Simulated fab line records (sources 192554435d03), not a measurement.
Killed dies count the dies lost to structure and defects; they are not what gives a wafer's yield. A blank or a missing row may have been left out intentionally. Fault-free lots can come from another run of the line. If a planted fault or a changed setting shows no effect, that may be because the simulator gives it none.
Chamber matching    flow n5 finfet    4 sister chambers for N5_BEOL_M7_STRIP_67 on rie diel-04
The step strips in CF4. 27 wafers are shown with their chamber, then 12 later ones without.

WAFERS WITH THEIR CHAMBER
wafer   chamber  drypump motor current A (A)  oes product au (a.u.)  throttle valve pct (%)
L082.2  3        5.2                          0.86                   13.48
L082.4  2        5.7                          0.68                   14.02
L082.5  1        5.2                          0.71                   13.64
L084.1  3        5.1                          0.84                   13.51
L084.2  1        5.2                          0.69                   13.67
L084.3  0        5.9                          0.70                   13.93
L084.4  3        5.1                          0.84                   13.50
L084.5  0        5.9                          0.70                   13.93
L084.6  1        5.2                          0.70                   13.67
L085.1  0        5.9                          0.71                   13.93
L085.2  2        5.7                          0.99                   13.48
L085.3  3        5.1                          0.84                   13.51
L087.2  1        5.2                          0.69                   13.68
L087.4  2        5.7                          0.98                   13.48
L087.6  0        5.9                          0.70                   13.95
L090.1  2        5.7                          0.95                   13.52
L090.3  1        5.3                          0.69                   13.67
L090.6  1        5.2                          0.69                   13.70
L089.1  0        5.9                          0.69                   13.95
L089.2  1        5.3                          0.69                   13.69
L089.3  2        5.7                          0.95                   13.50
L089.4  2        5.7                          0.95                   13.50
L089.5  1        5.2                          0.69                   13.70
L089.6  0        5.9                          0.70                   13.97
L094.1  1        5.2                          0.68                   13.72
L094.2  2        5.7                          0.92                   13.53
L094.3  3        5.2                          0.82                   13.55

SIGNATURES (averages over the wafers above)
reading                  chamber 0  chamber 1  chamber 2  chamber 3  scatter within a chamber
drypump motor current A  5.900      5.222      5.700      5.140      0.0346
oes product au           0.7000     0.6922     0.9171     0.8400     0.0553
throttle valve pct       13.9433    13.6822    13.5757    13.5100    0.102
Rule: for a wafer and a chamber, the distance is found by dividing, reading by reading, the gap between the wafer's reading and the chamber's mean by the reading's scatter, squaring, summing and taking the root. If the next closest chamber is less than 2 further off than the closest, the wafer can't be placed; otherwise it belongs to the closest. The scatter: take each reading less its chamber's mean, square it, sum over the shown wafers, divide by the number of wafers less the number of chambers, and take the root.

WAFERS WITH NO CHAMBER GIVEN
wafer   drypump motor current A (A)  oes product au (a.u.)  throttle valve pct (%)
L094.4  5.9                          0.69                   13.98
L094.5  5.2                          0.82                   13.55
L094.6  5.7                          0.92                   13.55
L096.1  5.9                          0.68                   13.97
L096.2  5.7                          0.91                   13.52
L096.3  5.1                          0.82                   13.56
L096.4  5.3                          0.68                   13.71
L096.5  5.1                          0.81                   13.55
L096.6  5.9                          0.69                   13.97
L097.2  5.2                          0.82                   13.55
L097.3  5.9                          0.68                   14.00
L097.5  5.2                          0.82                   13.56

WHICH CHAMBER EACH WENT THROUGH
wafer   from the rows above      in truth
L094.4  0                        0
L094.5  can't be placed: 3 or 1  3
L094.6  2                        2
L096.1  0                        0
L096.2  2                        2
L096.3  3                        3
L096.4  1                        1
L096.5  3                        3
L096.6  0                        0
L097.2  can't be placed: 3 or 1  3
L097.3  0                        0
L097.5  can't be placed: 3 or 1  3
Correctly placed: 9 of 12. These rows do not allow placing 3 (true chamber among the candidates in 3). Wrongly placed: 0.
